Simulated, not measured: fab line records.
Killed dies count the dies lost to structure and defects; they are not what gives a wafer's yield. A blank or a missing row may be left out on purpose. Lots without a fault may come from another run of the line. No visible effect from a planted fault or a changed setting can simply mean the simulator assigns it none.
Matching of chambers    flow n5Finfet    N5_BEOL_M3_STRIP_66 on rieDiel-04 has 4 sister chambers
The step strips in CF4. 24 wafers are shown with their chamber, then 12 later ones without.

WAFERS, EACH WITH ITS CHAMBER
wafer   chamber  drypumpMotorCurrentA (A)  showerheadPlenumPTorr (Torr)  oesProductAu (a.u.)
L074.1  3        5.4                       1.81                          0.79
L074.2  2        5.6                       1.74                          0.82
L074.5  3        5.4                       1.81                          0.79
L079.1  2        5.6                       1.74                          0.81
L079.2  1        5.6                       1.85                          0.68
L079.3  3        5.4                       1.81                          0.78
L079.4  1        5.5                       1.85                          0.68
L079.5  3        5.4                       1.81                          0.78
L079.6  2        5.6                       1.74                          0.80
L080.1  3        5.4                       1.81                          0.78
L080.4  1        5.6                       1.84                          0.68
L080.5  3        5.4                       1.81                          0.78
L084.1  0        6.3                       1.77                          0.94
L084.2  2        5.6                       1.74                          0.80
L084.3  1        5.5                       1.84                          0.68
L084.4  1        5.5                       1.84                          0.67
L084.5  2        5.6                       1.74                          0.80
L084.6  0        6.3                       1.77                          0.92
L083.2  0        6.3                       1.77                          0.92
L083.5  2        5.6                       1.74                          0.79
L083.6  1        5.6                       1.84                          0.66
L085.1  2        5.6                       1.73                          0.80
L085.2  0        6.3                       1.77                          0.91
L085.3  1        5.6                       1.84                          0.68

SIGNATURES (averages over the wafers above)
reading                chamber 0  chamber 1  chamber 2  chamber 3  scatter within a chamber
drypumpMotorCurrentA   6.300      5.557      5.600      5.400      0.0293
showerheadPlenumPTorr  1.7700     1.8429     1.7386     1.8100     0.00338
oesProductAu           0.9225     0.6757     0.8029     0.7833     0.00873
Rule: distance of a wafer from a chamber = root of the sum over the readings of ((wafer's reading minus chamber's mean) / reading's scatter) squared. The wafer belongs to the nearest chamber; if the next one is less than 2 further off, it can't be placed. How the scatter is found: for the shown wafers, subtract from each reading the mean of its chamber, square and add these, divide the total by (wafers less chambers), then take the root.

WAFERS WITHOUT THEIR CHAMBER
wafer   drypumpMotorCurrentA (A)  showerheadPlenumPTorr (Torr)  oesProductAu (a.u.)
L085.4  6.3                       1.77                          0.91
L085.5  5.6                       1.84                          0.67
L085.6  5.6                       1.73                          0.80
L087.2  5.6                       1.73                          0.80
L087.3  5.6                       1.84                          0.67
L087.6  5.5                       1.80                          0.76
L091.1  5.6                       1.84                          0.66
L091.4  5.5                       1.80                          0.77
L091.6  5.6                       1.84                          0.66
L094.2  5.5                       1.80                          0.76
L094.3  6.3                       1.76                          0.88
L094.4  5.6                       1.73                          0.78

CHAMBER TAKEN BY EACH
wafer   from the rows above  in truth
L085.4  0                    0
L085.5  1                    1
L085.6  2                    2
L087.2  2                    2
L087.3  1                    1
L087.6  3                    3
L091.1  1                    1
L091.4  3                    3
L091.6  1                    1
L094.2  3                    3
L094.3  0                    0
L094.4  2                    2
Correct placement for 12 of the 12. Number that these rows cannot place: 0. 0 placed wrongly.
